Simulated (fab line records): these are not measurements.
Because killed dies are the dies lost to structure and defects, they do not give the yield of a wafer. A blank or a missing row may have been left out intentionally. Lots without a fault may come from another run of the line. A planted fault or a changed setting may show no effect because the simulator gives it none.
fab line records ; flow n5_finfet
record lots=5; wafers=15; last_day=18
route steps=1938 shown BEOL_M4@1099 BEOL_M5@1112 BEOL_M12@1642 PASSIVATION@1936
lots that met no fault: taken from a fault-free run of the same line
start_h: the number of hours between the record's first day and the start of the first shown wafer of the lot ; wait_h: how many hours have passed since the lot's step before this one ; " identical to the entry in the row above ; L1.1+2: one row covering several wafers at once ; - value missing, or start not given ; * or withheld: withheld ; < > ~ a bound
route shown NAME@n: a module of which the file shows steps, and the number in the route of the first ; usual: mean and standard deviation over wafers with no fault ; same: alike in all rows ; chamber/n: place in a boat ; sites: the reading at each site ; _std_site: standard deviation across them ; _edge_site: mean of outer sites minus mean of inner sites ; radius_mm: for every site, how far away it sits from the centre of the wafer ; mask NAME#n: copy n ; behind: the last tool/chamber to shape the wafer ; hold: why the lot was held/for how many hours/how that ended ; device: names the non-switching transistor (n, p or np) ; end of line: tests of these same wafers at the route's end ; for a step that has no rows: nothing shown but its recipe ; killed: not the wafer's yield, but the dies lost to structure and defects at the first sort ; map: per-die view of a wafer (x killed, . not killed, _ where there is no die)
set.NAME: setting as actually run; set.NAME@STEP: the setting as run at that earlier step ; model.NAME: the simulator's own value behind a step, which no gauge read
lots at selected steps of the route; one table per step, one row per wafer
services: the hour from which a tool's chamber was out of use, counted from the record's first day as start_h (under 0 if before that day), plus the number of hours and why
## steps
# step N5_BEOL_M4_ANNEAL_95
# recipe temp_c=400; time_s=240; ambient=vacuum
# step N5_BEOL_M4_SPUTTER_96
# recipe material=Cu; target_thk_a=45; temp_c=-20; chamber_pressure_pa=0.07; power_w=withheld; time_s=8.29
# step N5_BEOL_M4_ECD_50
# recipe material=Cu; target_thk_a=3000
# step N5_BEOL_M4_ANNEAL_51
# recipe temp_c=225; time_s=90; ambient=N2
# step N5_BEOL_M4_CMP_52
# recipe stop_on=SiOC; t_overpolish_s=6.8; down_force_psi=1; platen_rpm=50; clearing_platen_down_force_psi=1.5; clearing_platen_rpm=50; post_cmp_clean=cu_alkaline; target_thk_nm=40; clearing_platen_pad_velocity_m_s=0.99484; pad_velocity_m_s=0.99484
# step N5_BEOL_M4_PRE_CLEAN_60
# recipe gas=NH3/H2; time_s=15; temp_c=*; rf_power_w=300
# step N5_BEOL_M4_CO_CAP_55
# recipe material=Co; target_thk_a=20; temp_c=200; precursor=CCTBA/H2; pressure_torr=30; time_s=102.1
# step N5_BEOL_M4_PRE_CLEAN_56
# recipe gas=NH3; time_s=15; temp_c=withheld; rf_power_w=300
# step N5_BEOL_M4_DEP_57
# recipe material=SiCN; target_thk_a=80; temp_c=withheld; precursor=3MS/NH3; pressure_torr=3; rf_w=202; time_s=14
# step N5_BEOL_M4_RC_MEAS_101
# usual DIBL_N=36.3/1.2; DIBL_P=36.3/1.4; IOFF_N=0.157/0.02; IOFF_P=0.22/0.033; ION_N=675/9.6; ION_P=465/8.2; SS_N=71.4/0.45; SS_P=73.3/0.54; VT_N=249.8/2.5; VT_P=-249/3.2
lot.wafer;tool;chamber;start_h;wait_h;DIBL_N[mV/V];DIBL_P[mV/V];IOFF_N[nA/um];IOFF_P[nA/um];ION_N[uA/um];ION_P[uA/um];SS_N[mV/dec];SS_P[mV/dec];VT_N[mV];VT_P[mV]
L173.1;prober-01;0;263.67;0.0;35.4;35.6;0.138;0.16;668;455;70.9;73.2;249.9;-254
L173.3;prober-01;0;263.67;0.0;36.7;36.5;0.160;0.18;675;452;71.3;73.6;252.1;-256
L173.4;prober-01;0;263.67;0.0;36.8;37.3;0.164;0.19;667;452;72.4;72.5;248.0;-254
L174.2;prober-01;0;269.58;0.2;37.1;37.2;0.183;0.26;688;473;71.0;73.9;245.6;-246
L174.5;prober-01;0;269.58;0.2;36.2;36.6;0.171;0.24;686;474;70.9;73.2;247.6;-247
L174.6;prober-01;0;269.58;0.2;36.9;37.6;0.184;0.25;689;471;71.5;73.6;245.5;-246
L176.4;prober-02;0;277.36;0.5;36.2;35.8;0.149;0.20;669;457;71.3;73.6;248.4;-252
L176.5;prober-02;0;277.36;0.5;36.7;36.7;0.155;0.22;672;464;72.1;73.6;248.1;-250
L176.6;prober-02;0;277.36;0.5;36.6;36.1;0.151;0.20;673;455;71.9;74.2;249.9;-253
L180.2;prober-01;0;299.91;0.2;35.5;34.6;0.132;0.16;658;449;70.8;73.6;253.1;-259
L180.3;prober-01;0;299.91;0.2;36.5;35.0;0.150;0.17;660;447;71.7;73.3;251.5;-254
L180.6;prober-01;0;299.91;0.2;35.5;34.3;0.132;0.16;661;449;71.6;74.4;254.8;-259
L185.1;prober-02;0;331.66;0.0;38.1;39.6;0.188;0.30;691;488;71.7;73.6;247.9;-244
L185.3;prober-02;0;331.66;0.0;35.9;37.1;0.151;0.25;678;478;71.2;72.8;251.6;-247
L185.5;prober-02;0;331.66;0.0;36.8;37.8;0.161;0.26;681;477;71.3;73.8;248.9;-243
# step N5_BEOL_M5_ILD_DEP_00
# recipe material=SiCOH_lowk; target_thk_a=1406.4; temp_c=300; precursor=DEMS/porogen; pressure_torr=5; rf_w=500; time_s=25.9
# step N5_BEOL_M5_CURE_79
# recipe temp_c=385; time_s=240; ambient=He/Ar; material=SiCOH_lowk
# step N5_BEOL_M5_PECVD_70
# recipe material=SiO2; target_thk_a=160; temp_c=400; precursor=TEOS/O2; pressure_torr=5.5; rf_w=450; teos_flow_sccm=53.8; gas=O2; flow_sccm=3000; time_s=18
# step N5_BEOL_M5_HM_DEP_02
# recipe material=TiN; target_thk_a=200; temp_c=25; chamber_pressure_pa=0.49996
# step N5_BEOL_M5_COAT_59
# recipe resist=SOC; temp_c=250; time_s=60; spin_rpm=1500; resist_thk_nm=60
# step N5_BEOL_M5_COAT_60
# recipe resist=SiARC; temp_c=220; time_s=60; spin_rpm=1500; resist_thk_nm=12
# step N5_BEOL_M5_COAT_71
# recipe resist=underlayer; temp_c=205; time_s=60; spin_rpm=1500; resist_thk_nm=5
# step N5_BEOL_M5_COAT_05
# recipe resist=CAR-EUV; spin_rpm=1500; resist_thk_nm=30
# step N5_BEOL_M5_EBR_07
# recipe solvent=PGMEA; ebr_width_mm=1.5
# step N5_BEOL_M5_SOFTBAKE_06
# recipe temp_c=110; time_s=60; resist=CAR-EUV
# step N5_BEOL_M5_EXPOSE_08
# recipe mask_id=M5; na=0.33; source_shape=annular; sigma_inner=0.4; sigma_outer=0.8; polarization=unpolarized; target_cd_nm=28; dose_mj=35.75
# step N5_BEOL_M5_PEB_09
# recipe peb_temp_c=100; peb_time_s=60; resist=CAR-EUV
# step N5_BEOL_M5_DEVELOP_10
# recipe develop_time_s=30; developer=TMAH; resist=CAR-EUV; rinse_liquid=surfactant_rinse; dry=air_spin; dev_temp_c=23
# step N5_BEOL_M5_DESCUM_16
# recipe chemistry=O2; time_s=7; source_power_w=50; bias_power_w=20; pressure_mtorr=20; rf_frequency_hz=2.712e+07; temp_c=40; resist=CAR-EUV; o2_flow_sccm=225
# step N5_BEOL_M5_ETCH_72
# recipe chemistry=N2/H2; target=underlayer; target_depth_a=65; mask_material=CAR-EUV; time_s=5.2; ion_energy_ev=200; pressure_mtorr=30; source_w=840; bias_w=150; n2_flow_sccm=200; h2_flow_sccm=200; ends=cleared
# step N5_BEOL_M5_ETCH_61
# recipe chemistry=CF4; target=SiARC; target_depth_a=156; mask_material=CAR-EUV; time_s=26; ion_energy_ev=80; pressure_mtorr=40; source_w=545; bias_w=36; Ar_flow_sccm=100; cf4_flow_sccm=100; ends=cleared
# step N5_BEOL_M5_ETCH_62
# recipe chemistry=N2/H2; target=SOC; target_depth_a=750; overetch_a=150; mask_material=SiARC; temp_c=40; time_s=112.5; ion_energy_ev=200; pressure_mtorr=30; source_w=840; bias_w=150; n2_flow_sccm=200; h2_flow_sccm=200
# step N5_BEOL_M5_STRIP_63
# recipe chemistry=N2/H2; temp_c=40; n2_flow_sccm=200; h2_flow_sccm=200; rf_frequency_hz=6e+07
# step N5_BEOL_M5_STRIP_73
# recipe chemistry=N2/H2; temp_c=40; n2_flow_sccm=200; h2_flow_sccm=200; rf_frequency_hz=6e+07
# step N5_BEOL_M5_STRIP_64
# recipe chemistry=CF4; resist=SiARC; power_w=300; bias_power_w=75; pressure_mtorr=50; cf4_flow_sccm=150; rf_frequency_hz=6e+07
# step N5_BEOL_M5_HM_OPEN_17
# recipe chemistry=Cl2/BCl3; target_depth_a=200; overetch_a=60; target=TiN; mask_material=SOC; ion_energy_ev=150; pressure_mtorr=10; icp_w=1000; bias_w=126; Cl2_flow_sccm=53.25; bcl3_flow_sccm=21.75; Ar_flow_sccm=25
# step N5_BEOL_M5_STRIP_19
# recipe chemistry=O2; power_w=400; temp_c=40; pressure_mtorr=30; rf_frequency_hz=6e+07; bias_power_w=0; overash_fraction=0.2; o2_flow_sccm=225
# step N5_BEOL_M5_COAT_65
# recipe resist=SOC; temp_c=250; time_s=60; spin_rpm=1500; resist_thk_nm=60
# step N5_BEOL_M5_COAT_66
# recipe resist=SiARC; temp_c=220; time_s=60; spin_rpm=1500; resist_thk_nm=12
# step N5_BEOL_M12_STRIP_37
# recipe chemistry=N2/H2; power_w=1000; temp_c=250; h2_frac=0.65; overash_fraction=0.3; pressure_mtorr=withheld; n2_flow_sccm=1750; h2_flow_sccm=3250
# usual drypump_motor_current_A=5.41/0.096; h2_flow_sccm=3249/10; heater_power_w=338/28; oes_product_au=0.790/0.011; overash_fraction=0.3/0
lot.wafer;tool;chamber;start_h;wait_h;drypump_motor_current_A;h2_flow_sccm;heater_power_w;oes_product_au;overash_fraction;rf_hours_counter_h
L173.1;plasma_asher-01;1;330.13;0.0;-;-;-;-;-;-
L173.3;plasma_asher-01;1;330.13;0.0;-;-;-;-;-;-
L173.4;plasma_asher-01;0;330.13;0.0;-;-;-;-;-;-
L174.2;plasma_asher-01;0;336.92;0.0;-;-;-;-;-;-
L174.5;plasma_asher-01;0;336.92;0.0;-;-;-;-;-;-
L174.6;plasma_asher-01;1;336.92;0.0;-;-;-;-;-;-
L176.4;plasma_asher-02;1;339.12;0.1;-;-;-;-;-;-
L176.5;plasma_asher-02;1;339.12;0.1;-;-;-;-;-;-
L176.6;plasma_asher-02;0;339.12;0.1;-;-;-;-;-;-
L180.2;plasma_asher-01;1;364.08;0.0;5.51;3231;295;0.798;0.3;92
L180.3;plasma_asher-01;0;364.08;0.0;5.43;3236;359;0.785;0.3;-
L180.6;plasma_asher-01;0;364.08;0.0;5.44;3247;350;0.767;0.3;-
L185.1;plasma_asher-01;0;399.55;0.0;5.42;3260;351;0.786;0.3;100
L185.3;plasma_asher-01;1;399.55;0.0;5.50;3256;294;0.780;0.3;-
L185.5;plasma_asher-01;1;399.55;0.0;5.49;3254;298;0.788;0.3;-
# step N5_PASSIVATION_PROBE_49
# usual defect_limited_yield=91.1/1.4; killed_at_M0_to_M3=33/10; killed_at_M4_up=15/5.8; killed_at_contacts=13/5.9; killed_at_front_end=39/11; killed_at_other=4/3.6; killed_dies=105/16; killed_on_rim=13/3.7; killed_open=68/11; killed_short=34/7.8; sort_bin_5_function=5.2/0.88; sort_bin_6_memory=3.3/0.61; sort_n_pass=1075/16; sort_yield_pct=91.1/1.4
# same gross_dies=1180; killed_at_back_side=0; sort_bin_4_leakage[%]=0; sort_bin_8_speed[%]=0
lot.wafer;tool;chamber;start_h;wait_h;defect_limited_yield[%];killed_at_M0_to_M3;killed_at_M4_up;killed_at_contacts;killed_at_front_end;killed_at_other;killed_dies;killed_on_rim;killed_open;killed_short;sort_bin_5_function[%];sort_bin_6_memory[%];sort_n_pass;sort_yield_pct[%]
L173.1;prober-02;-;369.43;0.0;0;32;1089;15;44;0;1180;152;75;28;96.4;3.2;0;0
L173.3;prober-02;-;369.53;0.1;0;26;1100;9;42;3;1180;152;67;39;96.8;2.7;0;0
L173.4;prober-02;-;369.58;0.2;0;18;1132;2;28;0;1180;152;31;22;98.6;1.4;0;0
L174.2;prober-02;-;371.81;0.1;0;43;1075;6;44;12;1180;152;74;53;96.1;3.2;0;0
L174.5;prober-02;-;371.96;0.2;0;56;1071;12;39;2;1180;152;73;48;95.9;3.1;0;0
L174.6;prober-02;-;372.01;0.3;0;71;1082;11;14;2;1180;152;82;30;96.0;3.8;0;0
L176.4;prober-02;-;375.82;0.2;0;22;1094;13;44;7;1180;152;54;40;96.7;3.0;0;0
L176.5;prober-02;-;375.87;0.2;0;35;1062;19;51;13;1180;152;109;36;94.4;5.2;0;0
L176.6;prober-02;-;375.92;0.3;0;36;1070;8;59;7;1180;152;76;38;96.1;3.5;0;0
L180.2;prober-02;-;402.35;0.1;92.3;22;17;15;33;4;91;9;59;31;4.3;3.2;1089;92.3
L180.3;prober-02;-;402.40;0.1;90.8;41;21;10;34;2;108;13;67;39;5.6;3.2;1072;90.8
L180.6;prober-02;-;402.55;0.3;88.7;42;29;25;34;3;133;24;92;38;6.6;4.2;1047;88.7
# killed by level:class
L173.1 BEOL_M12:area_sputter=1075 MOL_CONTACT_COAG:geometric_particle:open=13 FIN_SAQP:geometric_particle:open=12 BEOL_M0_SAQP:geometric_particle:open=11 ILD0:geometric_particle:short=9 STI_FIN_REVEAL:geometric_particle:open=8 BEOL_M0_SAQP:geometric_particle:short=6 BEOL_M4:geometric_particle:open=6
L173.3 BEOL_M12:area_sputter=1074 BEOL_M4:geometric_particle:open=12 ILD0:geometric_particle:short=11 MOL_CONTACT_COAG:geometric_particle:open=7 BEOL_M0_SAQP:geometric_particle:short=7 BEOL_M0_SAQP:geometric_particle:open=7 BEOL_M3:geometric_particle:open=7 BEOL_M4:geometric_particle:short=7
L173.4 BEOL_M12:area_sputter=1127 STI_FIN_REVEAL:geometric_particle:open=6 FIN_SAQP:geometric_particle:open=5 BEOL_M0_SAQP:geometric_particle:short=5 STARTING-WAFER:geometric_particle:short=5 BEOL_M2:geometric_particle:open=4 STI_FIN_REVEAL:geometric_particle:short=2 BEOL_M0_SAQP:geometric_particle:open=2
L174.2 BEOL_M12:area_sputter=1052 BEOL_M0_SAQP:geometric_particle:short=17 FIN_SAQP:geometric_particle:short=14 BEOL_M4:geometric_particle:open=14 BEOL_M0_SAQP:geometric_particle:open=11 FIN_SAQP:geometric_particle:open=10 BEOL_M2:geometric_particle:open=5 STI_FIN_REVEAL:geometric_particle:open=5
L174.5 BEOL_M12:area_sputter=1058 BEOL_M0_SAQP:geometric_particle:short=13 BEOL_M0_SAQP:geometric_particle:open=13 MOL_CONTACT_COAG:geometric_particle:open=10 FIN_SAQP:geometric_particle:short=9 BEOL_M2:geometric_particle:open=9 FIN_SAQP:geometric_particle:open=8 BEOL_M1:geometric_particle:open=6
L174.6 BEOL_M12:area_sputter=1068 BEOL_M0_SAQP:geometric_particle:open=15 BEOL_M1:geometric_particle:open=13 BEOL_M0_SAQP:geometric_particle:short=12 BEOL_M2:geometric_particle:open=11 MOL_CONTACT_COAG:geometric_particle:open=10 BEOL_M3:geometric_particle:open=8 BEOL_M1:geometric_particle:short=6
L176.4 BEOL_M12:area_sputter=1086 FIN_SAQP:geometric_particle:open=11 MOL_CONTACT_COAG:geometric_particle:open=11 FIN_SAQP:geometric_particle:short=9 BEOL_M2:geometric_particle:open=7 STI_FIN_REVEAL:geometric_particle:open=6 GATE_CUT:geometric_particle:short=6 BEOL_M3:geometric_particle:open=5
L176.5 BEOL_M12:area_sputter=1034 FIN_SAQP:geometric_particle:open=21 MOL_CONTACT_COAG:geometric_particle:open=16 BEOL_M4:geometric_particle:open=15 STI_FIN_REVEAL:geometric_particle:open=10 BEOL_M3:geometric_particle:open=10 FIN_SAQP:geometric_particle:short=9 BEOL_M0_SAQP:geometric_particle:open=8
L176.6 BEOL_M12:area_sputter=1063 FIN_SAQP:geometric_particle:open=18 BEOL_M2:geometric_particle:open=17 FIN_SAQP:geometric_particle:short=11 STI_FIN_REVEAL:geometric_particle:open=8 MOL_CONTACT_COAG:geometric_particle:open=7 STARTING-WAFER:geometric_particle:open=6 BEOL_M2:geometric_particle:short=4
L180.2 MOL_CONTACT_COAG:geometric_particle:open=12 FIN_SAQP:geometric_particle:short=9 STI_FIN_REVEAL:geometric_particle:open=7 BEOL_M4:geometric_particle:open=7 BEOL_M0_SAQP:geometric_particle:short=6 BEOL_M1:geometric_particle:open=6 BEOL_M0_SAQP:geometric_particle:open=5 STARTING-WAFER:geometric_particle:open=5
L180.3 BEOL_M3:geometric_particle:open=15 BEOL_M4:geometric_particle:open=9 BEOL_M0_SAQP:geometric_particle:short=8 FIN_SAQP:geometric_particle:short=7 STI_FIN_REVEAL:geometric_particle:open=7 MOL_CONTACT_COAG:geometric_particle:open=6 BEOL_M0:geometric_particle:open=4 GATE_CUT:geometric_particle:open=4
L180.6 MOL_CONTACT_COAG:geometric_particle:open=21 BEOL_M4:geometric_particle:open=13 BEOL_M0_SAQP:geometric_particle:short=11 STI_FIN_REVEAL:geometric_particle:open=9 BEOL_M0_SAQP:geometric_particle:open=9 BEOL_M1:geometric_particle:open=7 BEOL_M3:geometric_particle:open=7 BEOL_M4:geometric_particle:short=7
# map L173.1 (x killed, . not)
_________________xxxxxxxxxxxx________________
______________xxxxxxxxxxxxxxxxxx_____________
___________xxxxxxxxxxxxxxxxxxxxxxxx__________
__________xxxxxxxxxxxxxxxxxxxxxxxxxx_________
________xxxxxxxxxxxxxxxxxxxxxxxxxxxxxx_______
_______xxxxxxxxxxxxxxxxxxxxxxxxxxxxxxxx______
______xxxxxxxxxxxxxxxxxxxxxxxxxxxxxxxxxx_____
_____xxxxxxxxxxxxxxxxxxxxxxxxxxxxxxxxxxxx____
____xxxxxxxxxxxxxxxxxxxxxxxxxxxxxxxxxxxxxx___
___xxxxxxxxxxxxxxxxxxxxxxxxxxxxxxxxxxxxxxxx__
___xxxxxxxxxxxxxxxxxxxxxxxxxxxxxxxxxxxxxxxx__
__xxxxxxxxxxxxxxxxxxxxxxxxxxxxxxxxxxxxxxxxxx_
__xxxxxxxxxxxxxxxxxxxxxxxxxxxxxxxxxxxxxxxxxx_
_xxxxxxxxxxxxxxxxxxxxxxxxxxxxxxxxxxxxxxxxxxxx
_xxxxxxxxxxxxxxxxxxxxxxxxxxxxxxxxxxxxxxxxxxxx
_xxxxxxxxxxxxxxxxxxxxxxxxxxxxxxxxxxxxxxxxxxxx
_xxxxxxxxxxxxxxxxxxxxxxxxxxxxxxxxxxxxxxxxxxxx
_xxxxxxxxxxxxxxxxxxxxxxxxxxxxxxxxxxxxxxxxxxxx
_xxxxxxxxxxxxxxxxxxxxxxxxxxxxxxxxxxxxxxxxxxxx
_xxxxxxxxxxxxxxxxxxxxxxxxxxxxxxxxxxxxxxxxxxxx
_xxxxxxxxxxxxxxxxxxxxxxxxxxxxxxxxxxxxxxxxxxxx
__xxxxxxxxxxxxxxxxxxxxxxxxxxxxxxxxxxxxxxxxxx_
__xxxxxxxxxxxxxxxxxxxxxxxxxxxxxxxxxxxxxxxxxx_
___xxxxxxxxxxxxxxxxxxxxxxxxxxxxxxxxxxxxxxxx__
___xxxxxxxxxxxxxxxxxxxxxxxxxxxxxxxxxxxxxxxx__
____xxxxxxxxxxxxxxxxxxxxxxxxxxxxxxxxxxxxxx___
_____xxxxxxxxxxxxxxxxxxxxxxxxxxxxxxxxxxxx____
______xxxxxxxxxxxxxxxxxxxxxxxxxxxxxxxxxx_____
_______xxxxxxxxxxxxxxxxxxxxxxxxxxxxxxxx______
________xxxxxxxxxxxxxxxxxxxxxxxxxxxxxx_______
__________xxxxxxxxxxxxxxxxxxxxxxxxxx_________
___________xxxxxxxxxxxxxxxxxxxxxxxx__________
______________xxxxxxxxxxxxxxxxxx_____________
_________________xxxxxxxxxxxx________________
# map L174.2 (x killed, . not)
_________________xxxxxxxxxxxx________________
______________xxxxxxxxxxxxxxxxxx_____________
___________xxxxxxxxxxxxxxxxxxxxxxxx__________
__________xxxxxxxxxxxxxxxxxxxxxxxxxx_________
________xxxxxxxxxxxxxxxxxxxxxxxxxxxxxx_______
_______xxxxxxxxxxxxxxxxxxxxxxxxxxxxxxxx______
______xxxxxxxxxxxxxxxxxxxxxxxxxxxxxxxxxx_____
_____xxxxxxxxxxxxxxxxxxxxxxxxxxxxxxxxxxxx____
____xxxxxxxxxxxxxxxxxxxxxxxxxxxxxxxxxxxxxx___
___xxxxxxxxxxxxxxxxxxxxxxxxxxxxxxxxxxxxxxxx__
___xxxxxxxxxxxxxxxxxxxxxxxxxxxxxxxxxxxxxxxx__
__xxxxxxxxxxxxxxxxxxxxxxxxxxxxxxxxxxxxxxxxxx_
__xxxxxxxxxxxxxxxxxxxxxxxxxxxxxxxxxxxxxxxxxx_
_xxxxxxxxxxxxxxxxxxxxxxxxxxxxxxxxxxxxxxxxxxxx
_xxxxxxxxxxxxxxxxxxxxxxxxxxxxxxxxxxxxxxxxxxxx
_xxxxxxxxxxxxxxxxxxxxxxxxxxxxxxxxxxxxxxxxxxxx
_xxxxxxxxxxxxxxxxxxxxxxxxxxxxxxxxxxxxxxxxxxxx
_xxxxxxxxxxxxxxxxxxxxxxxxxxxxxxxxxxxxxxxxxxxx
_xxxxxxxxxxxxxxxxxxxxxxxxxxxxxxxxxxxxxxxxxxxx
_xxxxxxxxxxxxxxxxxxxxxxxxxxxxxxxxxxxxxxxxxxxx
_xxxxxxxxxxxxxxxxxxxxxxxxxxxxxxxxxxxxxxxxxxxx
__xxxxxxxxxxxxxxxxxxxxxxxxxxxxxxxxxxxxxxxxxx_
__xxxxxxxxxxxxxxxxxxxxxxxxxxxxxxxxxxxxxxxxxx_
___xxxxxxxxxxxxxxxxxxxxxxxxxxxxxxxxxxxxxxxx__
___xxxxxxxxxxxxxxxxxxxxxxxxxxxxxxxxxxxxxxxx__
____xxxxxxxxxxxxxxxxxxxxxxxxxxxxxxxxxxxxxx___
_____xxxxxxxxxxxxxxxxxxxxxxxxxxxxxxxxxxxx____
______xxxxxxxxxxxxxxxxxxxxxxxxxxxxxxxxxx_____
_______xxxxxxxxxxxxxxxxxxxxxxxxxxxxxxxx______
________xxxxxxxxxxxxxxxxxxxxxxxxxxxxxx_______
__________xxxxxxxxxxxxxxxxxxxxxxxxxx_________
___________xxxxxxxxxxxxxxxxxxxxxxxx__________
______________xxxxxxxxxxxxxxxxxx_____________
_________________xxxxxxxxxxxx________________
## services
tool;chamber;start_h;hours;kind
plasma_asher-01;-;353.98;1.1;repair
## key
first_sign step=N5_BEOL_M12_STRIP_37; reading=tool_record; direction=missing
effect step=N5_PASSIVATION_PROBE_49; reading=killed_at_M4_up; direction=up; sigmas=99+; usual=15; struck=1086
more_kills_born_at N5_BEOL_M12_SPUTTER_43@pvd_sputter-01=6454; N5_BEOL_M12_SPUTTER_43@pvd_sputter-02=3183
met_at N5_BEOL_M12_STRIP_37
struck_wafers L173.1,L173.3,L173.4,L174.2,L174.5,L174.6,L176.4,L176.5,L176.6
later_rows_left_out L173.1,L173.3,L173.4,L174.2,L174.5,L174.6,L176.4,L176.5,L176.6
fault kind=skipped_step_whole; tool=plasma_asher-01,plasma_asher-02; chamber=-; onset_h=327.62; steps=N5_BEOL_M12_STRIP_37; scope=struck_lots_only
# later_rows_left_out: the simulator's readings of these wafers behind a module that went badly wrong aren't trusted and aren't shown, but for the sort
